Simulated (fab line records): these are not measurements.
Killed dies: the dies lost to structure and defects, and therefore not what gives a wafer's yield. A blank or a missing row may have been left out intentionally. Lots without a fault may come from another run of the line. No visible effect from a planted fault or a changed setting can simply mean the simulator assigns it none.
A struck lot beside a sound one + flow nandHarc + 14 out of 1302 route steps
Sound: these wafers, L746.2, L746.4, L746.5. Struck: wafers L751.5, L751.6. (L751.4 of the same lot was not struck and is left out.) The cause comes at the end.
Per side, at each step with rows, come the tool, then ch with its chambers, and then its first start. Under that, the readings that differ: sound wafers + struck wafers + difference of the means + sigmas: that difference in standard deviations of wafers without a fault.
alike: readings with means less than 2 such deviations apart, plus words and numbers identical on both sides. not compared: withheld readings, readings lacking a value on some wafer, bounds such as >300 that could conceal the same value, and numbers that have no deviation in the record and whose values overlap.
Wherever a step has rows on one side only, a row that says differs or no value, or a row with sigmas, the two part there. When numbers do not overlap yet have no deviation, they are printed without sigmas and do not part them. Lack of a reading on every wafer of one side parts them only where that side has two or more wafers.

first, 2 steps without rows for these wafers: NHARC_A_SOURCE_PLATE_SRD_01; NHARC_A_SOURCE_PLATE_OXIDE_02 (material SiO2, target thk 10 nm, ox time 1362 s).
NHARC_A_SOURCE_PLATE_THK_MEAS_09: measures by ellipsometry.
  sound on filmMetro-02 at day 8 02:43; struck on filmMetro-02 at day 10 10:11
  alike: thkNm
then, 3 steps without rows for these wafers: NHARC_A_SOURCE_PLATE_PVD_04 (deposits WSi2, target thk 50 nm); NHARC_A_SOURCE_PLATE_CVD_03 (deposits poly-Si, target thk 200 nm, time 4000 s); NHARC_A_SOURCE_PLATE_ANNEAL_05 (time 1800 s).
NHARC_A_SOURCE_PLATE_THK_MEAS_06: measures by ellipsometry.
  sound on filmMetro-02 at day 8 19:17; struck on filmMetro-02 at day 10 23:11
  alike: thkNm
NHARC_A_SOURCE_PLATE_INSPECT_08:
  sound on defectInspect-02 at day 8 19:23; struck on defectInspect-01 at day 10 23:16
  alike: rawDefectCount
following that, 1 step holds no rows for these wafers, namely NHARC_A_ONON_D1_DEP_00 (target thickness 1000 nm).
NHARC_A_ONON_D1_THK_MEAS_02: measures by ellipsometry.
  sound on filmMetro-02 at day 8 19:57; struck on filmMetro-02 at day 11 00:03
  alike: thkNm
NHARC_A_ONON_D1_DEP_03: target thk 1000 nm.
  sound on pecvdOnon-03 ch 0, day 8 20:04; struck on pecvdOnon-03 ch 0, day 11 00:17
NHARC_A_ONON_D1_THK_MEAS_05: measures by ellipsometry.
  sound on filmMetro-01 at day 8 20:31; struck on filmMetro-02 at day 11 00:37
| reading    | sound          | struck  | difference | sigmas |
|------------|----------------|---------|------------|--------|
| thkNm (nm) | 1016 1016 1016 | 798 796 | -219       | -18    |
following that, 1 step holds no rows for these wafers, namely NHARC_A_ONON_D1_DEP_06 (target thickness 1000 nm).
-- record jumps: 17 days between struck wafers' starts before vs after; left off in module A_ONON_D1, resumes in module END, first step shown is number 1302 of the route --
NHARC_END_SORT_01:
  sound on prober-02 ch 0, day 24 18:04; struck on prober-02 ch 0, day 27 23:47
| reading           | sound | struck  | difference | sigmas |
|-------------------|-------|---------|------------|--------|
| killedAtArray     | 56    | 672 669 | +614       | +34    |
| killedAtPeriphery | 1     | 5 7     | +5         | +2     |
| killedDies        | 57    | 677 677 | +620       | +36    |
  alike: killedAtOther, killedOpen, killedShort

== WHERE THEY PART ==
First at NHARC_A_ONON_D1_THK_MEAS_05; last, within this record, at NHARC_END_SORT_01.

WHY: whatever the simulator had introduced
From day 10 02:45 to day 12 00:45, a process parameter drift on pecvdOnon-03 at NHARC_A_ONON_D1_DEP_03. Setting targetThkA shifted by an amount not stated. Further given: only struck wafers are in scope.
